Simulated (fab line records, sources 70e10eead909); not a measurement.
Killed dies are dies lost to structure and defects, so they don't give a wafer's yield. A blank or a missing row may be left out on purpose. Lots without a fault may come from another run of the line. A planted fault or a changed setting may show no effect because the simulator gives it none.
Which tool did it? | flow nand_harc | 12 lots, 36 wafers sampled, at 3 steps of a route of 1159

WHAT THE GAUGES READ, wafer by wafer
NHARC_P_M0_CD_MEAS_16.
lot  | measured     | on        | cd_nm (nm)
L075 | day 6 04:16  | cd_sem-02 | 89.6 89.0 89.3
L077 | day 6 16:43  | cd_sem-02 | 90.6 91.2 90.5
L079 | day 7 01:00  | cd_sem-03 | 88.2 89.9 89.5
L082 | day 7 20:07  | cd_sem-01 | 89.4 89.9 88.8
L083 | day 7 21:25  | cd_sem-03 | 90.8 90.7 91.3
L084 | day 8 09:01  | cd_sem-02 | 89.4 88.1 89.8
L086 | day 8 22:43  | cd_sem-03 | 89.3 90.2 90.5
L090 | day 9 11:57  | cd_sem-03 | 89.7 88.8 90.3
L092 | day 10 02:55 | cd_sem-03 | 90.9 90.4 92.2
L093 | day 10 13:47 | cd_sem-02 | 89.1 90.9 89.8
L095 | day 11 02:47 | cd_sem-01 | 91.3 90.2 88.6
L097 | day 11 08:55 | cd_sem-01 | 88.6 88.1 89.3

WHICH TOOL RAN EACH LOT (tool, then ch and the chambers of the sampled wafers, then the start)
lot  | NHARC_P_CONTACT_CVD_23                   | NHARC_P_CONTACT_CMP_24
L075 | cvd_w-02 ch 0,1, day 6 02:22 or earlier  | cmp-01 ch 0,3, day 6 02:22
L077 | cvd_w-02 ch 0,1, day 6 14:55 or earlier  | cmp-01 ch 0,1, day 6 14:55
L079 | cvd_w-01 ch 0,1, day 6 23:10 or earlier  | cmp-01 ch 1,3, day 6 23:10
L082 | cvd_w-02 ch 0,1, day 7 18:04 or earlier  | cmp-03 ch 0,2,3, day 7 18:04
L083 | cvd_w-01 ch 0,1, day 7 19:38 or earlier  | cmp-04 ch 0,2,3, day 7 19:38
L084 | cvd_w-02 ch 0,1, day 8 07:17 or earlier  | cmp-01 ch 0,2,3, day 8 07:17
L086 | cvd_w-02 ch 0,1, day 8 20:57 or earlier  | cmp-03 ch 0,1,3, day 8 20:57
L090 | cvd_w-01 ch 1, day 9 10:10 or earlier    | cmp-03 ch 0,1,2, day 9 10:10
L092 | cvd_w-02 ch 0,1, day 10 01:20 or earlier | cmp-03 ch 0,2,3, day 10 01:20
L093 | cvd_w-01 ch 0,1, day 10 12:09 or earlier | cmp-01 ch 1,3, day 10 12:09
L095 | cvd_w-01 ch 0,1, day 11 01:04 or earlier | cmp-04 ch 2,3, day 11 01:04
L097 | cvd_w-01 ch 0,1, day 11 07:10 or earlier | cmp-03 ch 0,1, day 11 07:10
- NHARC_P_CONTACT_CVD_23: deposits W, target thk 200 nm, time 557 s.
- NHARC_P_CONTACT_CMP_24: polishes, t overpolish 30 s, target thk 200 nm.

THE ANSWER, worked out from the rows above alone
Rule: what is usual is taken from the lots themselves. Put in order of their means at a reading, lots are off if they are a third of the lots or fewer, leave a main group of 4 or more, and stand apart from it by a gap of 3 or more times the standard deviation of the main group's means; of several such gaps the widest counts. A main group whose means are all the same, to the digits that the tables above print for the reading, isn't used. A lot without any number at a reading at which 4 lots or more have one is off too. The other lots that the step has rows for count as sound.
No lot is off at any reading shown: from this, nothing can be told.

WHAT THE SIMULATOR HAD PUT IN
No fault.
